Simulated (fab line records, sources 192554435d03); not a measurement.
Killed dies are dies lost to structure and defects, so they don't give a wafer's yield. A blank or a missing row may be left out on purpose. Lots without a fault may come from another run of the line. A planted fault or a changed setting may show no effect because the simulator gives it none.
A struck lot beside a sound one | flow n5_finfet | 28 steps out of a route of 1938
Sound: wafers L244.1, L244.3, L244.4. Struck: wafer L248.2. (L248.5, L248.6 of the same lot were not struck and are left out.) The cause comes at the end.
At each step with rows: each side's tool, then ch and its chambers, then its first start. Under that, the readings that differ: sound wafers | struck wafers | difference of the means | sigmas: that difference in standard deviations of wafers without a fault.
alike: readings whose means differ by less than 2 such deviations, and words and numbers that are the same on both sides. not compared: withheld readings, readings that some wafer has no value for, bounds like >300 that may hide the same value, and numbers for which the record gives no deviation and whose values overlap.
The two part at a step that has a row with sigmas, a row that says differs or no value, or rows on one side only. Numbers that don't overlap but have no deviation are shown without sigmas and don't part them. A reading that every wafer of one side lacks parts them only if that side has two wafers or more.

N5_STI_FIN_REVEAL_ALD_14: deposits Si3N4, target thk 3 nm.
  sound on ald_sin-03 ch 0,1,2, day 2 09:41; struck on ald_sin-02 ch 0, day 3 09:51
  alike: heater_power_w
then, 3 steps without rows for these wafers: N5_STI_FIN_REVEAL_FCVD_FILL_01 (material SiO2 flowable, target thk 312 nm, time 512.2 s); N5_STI_FIN_REVEAL_DENSIFY_02 (time 1800 s); N5_STI_FIN_REVEAL_CMP_04 (polishes, stops on Si3N4, t overpolish 4 s, target thk 131.83 nm).
N5_STI_FIN_REVEAL_THK_MEAS_05:
  sound on film_metro-01, day 2 15:02; struck on film_metro-01, day 3 15:12
  alike: thk_nm
N5_STI_FIN_REVEAL_DENSIFY_30:
  sound on rtp_anneal-01 ch 0, day 2 15:10; struck on rtp_anneal-02 ch 0, day 3 15:19
  alike: lamp_power_pct
  not compared: wafer_temp_C_max
N5_STI_FIN_REVEAL_ETCHBACK_08: etches SiO2 in C4F6/O2, target depth 30.5 nm, time 10.167 s.
  sound on rie_diel-04 ch 1,2,3, day 2 15:26; struck on rie_diel-02 ch 3, day 3 15:41
  alike: O2_flow_sccm, drypump_motor_current_A, oes_product_au, rf_vpp_V, showerhead_plenum_p_Torr, throttle_valve_pct
  not compared: rf_hours_counter_h
N5_STI_FIN_REVEAL_STRIP_24: strips in N2/H2, time 90 s.
  sound on rie_diel-04 ch 1,2,3, day 2 15:29; struck on rie_diel-02 ch 3, day 3 15:44
  alike: bias_power_w, drypump_motor_current_A, oes_product_au, rf_vpp_V, showerhead_plenum_p_Torr, throttle_valve_pct
  not compared: rf_hours_counter_h
then, 4 steps without rows for these wafers: N5_STI_FIN_REVEAL_PRECLEAN_25 (cleans in SPM, time 90 s); N5_STI_FIN_REVEAL_PRECLEAN_26 (cleans in SC1, time 45 s); N5_STI_FIN_REVEAL_PRECLEAN_29 (cleans in DHF, time 30 s); N5_STI_FIN_REVEAL_SRD_12 (time 30 s).
N5_STI_FIN_REVEAL_RECESS_09: chemistry HF/NH3, target SiO2, afs cycles 11, target depth 42.5 nm, sublimation time 60 s.
  sound on vapor_etch-01 ch 0,1, day 2 15:41; struck on vapor_etch-01 ch 0, day 3 16:01
  alike: drypump_motor_current_A
then, 3 steps without rows for these wafers: N5_STI_FIN_REVEAL_STRIP_16 (strips SiNx in H3PO4, target depth 23.8 nm); N5_STI_FIN_REVEAL_PRECLEAN_17 (cleans in NF3:NH3, afs cycles 1, time 20 s, sublimation time 60 s); N5_STI_FIN_REVEAL_ETCH_34 (etches Si in H2, material Si, target depth 0.97 nm).
N5_STI_FIN_REVEAL_OXIDATION_31: chemistry O2 PLASMA REMOTE, time 20 s.
  sound on plasma_asher-01 ch 0,1, day 2 17:52; struck on plasma_asher-01 ch 0, day 3 18:10
  alike: drypump_motor_current_A, heater_power_w
  not compared: rf_hours_counter_h
then, 6 steps without rows for these wafers: N5_STI_FIN_REVEAL_PRECLEAN_32 (cleans in NF3:NH3, afs cycles 1, time 20 s, sublimation time 60 s); N5_STI_FIN_REVEAL_STRIP_35 (strips Si3N4 in H3PO4, target depth 4 nm, time 39 s); N5_STI_FIN_REVEAL_SRD_21 (time 30 s); N5_STI_FIN_REVEAL_OXIDATION_33 (chemistry O2 PLASMA REMOTE, time 20 s); N5_STI_FIN_REVEAL_CLEAN_19 (cleans in O3/DIW, time 120 s); N5_STI_FIN_REVEAL_SRD_23 (time 30 s).
N5_STI_FIN_REVEAL_CD_MEAS_22: target cd 6.238 nm, pitch 28 nm.
  sound on cd_sem-03, day 2 18:25; struck on cd_sem-02, day 3 18:41
  alike: cd_nm
N5_STI_FIN_REVEAL_FIN_H_MEAS_10:
  sound on ocd-01, day 2 18:27; struck on ocd-01, day 3 18:43
  reading              | sound          | struck | difference | sigmas
  trench_depth_nm (nm) | 51.6 52.0 51.1 | 54.2   | +2.6       | +4
then, 1 step without rows for these wafers: N5_STI_FIN_REVEAL_PRECLEAN_18 (cleans in SC2, time 45 s).
-- the record jumps here: 6 days lie between the struck wafers' starts before and after (it left off in module STI_FIN_REVEAL and takes up again in module BEOL_M4, whose first step shown is number 1111 of the route) --
N5_BEOL_M4_RC_MEAS_101:
  sound on prober-01 ch 0, day 8 07:22; struck on prober-01 ch 0, day 9 11:01
  reading       | sound       | struck | difference | sigmas
  ION_N (uA/um) | 677 702 660 | 705    | +25        | +2
  alike: DIBL_N, DIBL_P, IOFF_N, IOFF_P, ION_P, SS_N, SS_P, VT_N, VT_P
N5_PASSIVATION_PROBE_49:
  the record has rows for the sound wafers here (prober-01, day 12 22:25) and none for the struck ones

WHERE THEY PART
First at N5_STI_FIN_REVEAL_FIN_H_MEAS_10; last, within this record, at N5_PASSIVATION_PROBE_49.

WHY: what the simulator had put in
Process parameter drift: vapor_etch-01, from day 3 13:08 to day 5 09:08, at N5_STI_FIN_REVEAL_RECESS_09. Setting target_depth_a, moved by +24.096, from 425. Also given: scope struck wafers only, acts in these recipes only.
